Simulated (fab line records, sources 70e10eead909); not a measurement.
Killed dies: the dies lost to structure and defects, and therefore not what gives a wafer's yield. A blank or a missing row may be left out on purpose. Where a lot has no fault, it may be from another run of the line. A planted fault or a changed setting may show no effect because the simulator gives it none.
Which of the tools did it?	flow nandHarc	Sampling: 13 lots, 39 wafers, 5 of 1302 route steps

WHAT THE GAUGES READ, wafer by wafer
NHARC_P_GATE_CD_MEAS_91 targets a cd of 2000 nm. Usual: cdNm reads 1998.7 nm (standard deviation 2.3).
lot	measured	on	cdNm (nm)	flag
L982	day 6 00:40	cdSem-01	1996.9 1999.4 2000.0	
L984	day 6 12:43	cdSem-01	1996.4 1997.4 1997.7	
L986	day 7 05:05	cdSem-01	1999.1 2001.2 1999.9	
L987	day 7 20:12	cdSem-01	2001.1 1997.9 2000.6	
L990	day 9 03:08	cdSem-02	1997.3 1997.6 1997.6	
L994	day 10 13:12	cdSem-02	1992.5 1997.3 1997.3	
L997	day 11 16:56	cdSem-03	1994.3 1997.3 1995.8	
L998	day 12 13:08	cdSem-01	2000.0 2002.2 1999.2	
L999	day 12 20:13	cdSem-01	1998.1 2002.2 1999.7	
L102	day 14 07:53	cdSem-03	2003.4 1999.2 2000.1	
L103	day 14 09:02	cdSem-01	1997.3 1995.9 1998.3	
L104	day 14 19:20	cdSem-02	1999.4 1999.3 1998.7	
L105	day 15 13:40	cdSem-03	2004.6 2003.6 1999.7	

NHARC_END_SORT_01. Usual: killedAtArray 55, standard deviation 19; killedAtOther 0.9, standard deviation 1.4; killedAtPeriphery 3.8, standard deviation 2.9; killedDies 60, standard deviation 19; killedOpen 3.3, standard deviation 1.8; killedShort 2.6, standard deviation 1.6.
lot	measured	on	killedAtArray	killedAtOther	killedAtPeriphery	killedDies	killedOpen	killedShort	flag
L984	day 25 14:16	prober-01	69 79 69	2 2 0	0 4 0	71 85 69	2 4 4	3 4 3	
L986	day 26 10:22	prober-01	43 46 43	0 1 0	7 9 7	50 56 50	3 2 1	2 8 1	
L987	day 26 23:58	prober-02	79 83 85	1 0 0	11 2 6	91 85 91	3 2 4	3 3 2	
L994	day 28 20:43	prober-02	40 33 33	0 0 1	10 9 6	50 42 40	3 2 5	4 5 2	

WHICH TOOL RAN EACH LOT (tool, then ch and the chambers of the sampled wafers, then the start)
lot	NHARC_P_GATE_ALD_36	NHARC_P_GATE_STRIP_113	NHARC_P_GATE_RTA_64
L982	aldSin-02 ch 0,1,2, day 5 11:44	plasmaAsher-02 ch 0,1, day 6 01:12	rtpAnneal-02 ch 0, day 6 02:28
L984	aldSin-01 ch 1,2,3, day 6 00:53	plasmaAsher-02 ch 0,1, day 6 13:35	rtpAnneal-01 ch 0, day 6 14:34
L986	aldSin-02 ch 0,1,2, day 6 17:04	plasmaAsher-01 ch 0,1, day 7 05:57	rtpAnneal-01 ch 0, day 7 06:58
L987	aldSin-01 ch 0,2,3, day 7 07:25	plasmaAsher-02 ch 0,1, day 7 20:45	rtpAnneal-02 ch 0, day 7 22:02
L990	aldSin-01 ch 1,2, day 8 13:07	plasmaAsher-01 ch 1, day 9 03:41	rtpAnneal-02 ch 0, day 9 04:58
L994	aldSin-02 ch 0,1, day 9 23:19	plasmaAsher-01 ch 0,1, day 10 13:44	rtpAnneal-02 ch 0, day 10 15:03
L997	aldSin-01 ch 0,1,3, day 11 02:47	plasmaAsher-02 ch 0,1, day 11 17:28	rtpAnneal-02 ch 0, day 11 18:49
L998	aldSin-03 ch 1,2,3, day 12 00:29	plasmaAsher-01 ch 0,1, day 12 13:40	rtpAnneal-02 ch 0, day 12 14:56
L999	aldSin-01 ch 1,2,3, day 12 06:07	plasmaAsher-02 ch 0,1, day 12 20:44	rtpAnneal-01 ch 0, day 12 22:01
L102	aldSin-01 ch 1,2,3, day 13 18:07	plasmaAsher-01 ch 0,1, day 14 08:25	rtpAnneal-02 ch 0, day 14 09:43
L103	aldSin-02 ch 1,2,3, day 13 19:59	plasmaAsher-02 ch 0,1, day 14 09:33	rtpAnneal-02 ch 0, day 14 10:50
L104	aldSin-03 ch 0,2,3, day 14 05:17	plasmaAsher-02 ch 0,1, day 14 19:52	rtpAnneal-01 ch 0, day 14 21:09
L105	aldSin-02 ch 0,2,3, day 15 02:26	plasmaAsher-02 ch 0,1, day 15 14:37	rtpAnneal-01 ch 0, day 15 15:52
- NHARC_P_GATE_ALD_36: deposits SiNx, target thk 20 nm, pulse time 60 s, ald cycles 223.
- NHARC_P_GATE_STRIP_113: strips in N2/H2, time 740 s.
- NHARC_P_GATE_RTA_64: time 1 s.

WHAT THE TOOLS THEMSELVES READ (means of the sampled wafers that have a number; where no wafer has one, the mark that the record gives instead)
NHARC_P_GATE_ALD_36. Usual: heaterPowerW 830 W, standard deviation 110; precursorPulseHeightRel 0.999, standard deviation 0.021.
lot	tool	heaterPowerW (W)	precursorPulseHeightRel	flag
L982	aldSin-02	785	0.983	
L984	aldSin-01	804	0.995	
L986	aldSin-02	803	1.002	
L987	aldSin-01	792	1.027	
L990	aldSin-01	813	1.001	
L994	aldSin-02	792	0.984	
L997	aldSin-01	700	0.997	
L998	aldSin-03	880	0.999	
L999	aldSin-01	801	0.998	
L102	aldSin-01	805	1.026	
L103	aldSin-02	814	1.012	
L104	aldSin-03	831	1.009	
L105	aldSin-02	802	0.999	

NHARC_P_GATE_STRIP_113. Usual: drypumpMotorCurrentA 6.03 A, standard deviation 0.13; heaterPowerW 88 W, standard deviation 8.5.
lot	tool	drypumpMotorCurrentA (A)	heaterPowerW (W)	flag
L982	plasmaAsher-02	5.92	79	
L984	plasmaAsher-02	5.92	80	
L986	plasmaAsher-01	6.09	93	
L987	plasmaAsher-02	5.91	81	
L990	plasmaAsher-01	6.12	94	
L994	plasmaAsher-01	6.08	92	
L997	plasmaAsher-02	5.93	82	
L998	plasmaAsher-01	-	-	OFF
L999	plasmaAsher-02	-	-	OFF
L102	plasmaAsher-01	6.09	92	
L103	plasmaAsher-02	5.92	80	
L104	plasmaAsher-02	5.93	78	
L105	plasmaAsher-02	6.02	86	

NHARC_P_GATE_RTA_64. Usual: lampPowerPct 34.91 %, standard deviation 0.074; lamp_zone_5_pct 34.90 %, standard deviation 0.066; wafer_temp_C_max 1055.1, standard deviation 1.8.
lot	tool	lampPowerPct (%)	lamp_zone_5_pct (%)	wafer_temp_C_max	flag
L982	rtpAnneal-02	34.98	34.96	1057.0	
L984	rtpAnneal-01	34.80	34.79	1053.6	
L986	rtpAnneal-01	34.84	34.88	1053.6	
L987	rtpAnneal-02	34.97	34.99	1056.0	
L990	rtpAnneal-02	34.97	34.97	1058.1	
L994	rtpAnneal-02	34.99	34.96	1056.5	
L997	rtpAnneal-02	34.96	34.97	1058.8	
L998	rtpAnneal-02	34.98	34.97	1057.4	
L999	rtpAnneal-01	34.84	34.87	1052.6	
L102	rtpAnneal-02	34.96	34.96	1057.2	
L103	rtpAnneal-02	34.94	34.90	1054.3	
L104	rtpAnneal-01	34.88	34.87	1054.2	
L105	rtpAnneal-01	34.90	34.89	1053.7	

THE ANSWER, worked out from the rows above alone
Rule: a lot counts as off when the mean over its wafers that have a number is more than 3 standard deviations away from the usual mean. Also off: a lot with no number at a reading for which 4 or more lots have one. Any other lot the step has rows for is counted as sound. The gauges are gone through in route order, then the tools' own readings, and for those a lot's mean is taken as printed above. The first step at which some lot is off is used, and at that step the reading that is off furthest; a lot without a number counts as furthest.
Off at NHARC_P_GATE_STRIP_113 (drypumpMotorCurrentA): L998, L999. Without a number there: L998, L999.
If a tool, at that step or one of the process steps before it, ran each lot that is off and ran no sound lot following the first of them, it fits. None of those tried fits.

WHAT HAD BEEN PUT IN BY THE SIMULATOR
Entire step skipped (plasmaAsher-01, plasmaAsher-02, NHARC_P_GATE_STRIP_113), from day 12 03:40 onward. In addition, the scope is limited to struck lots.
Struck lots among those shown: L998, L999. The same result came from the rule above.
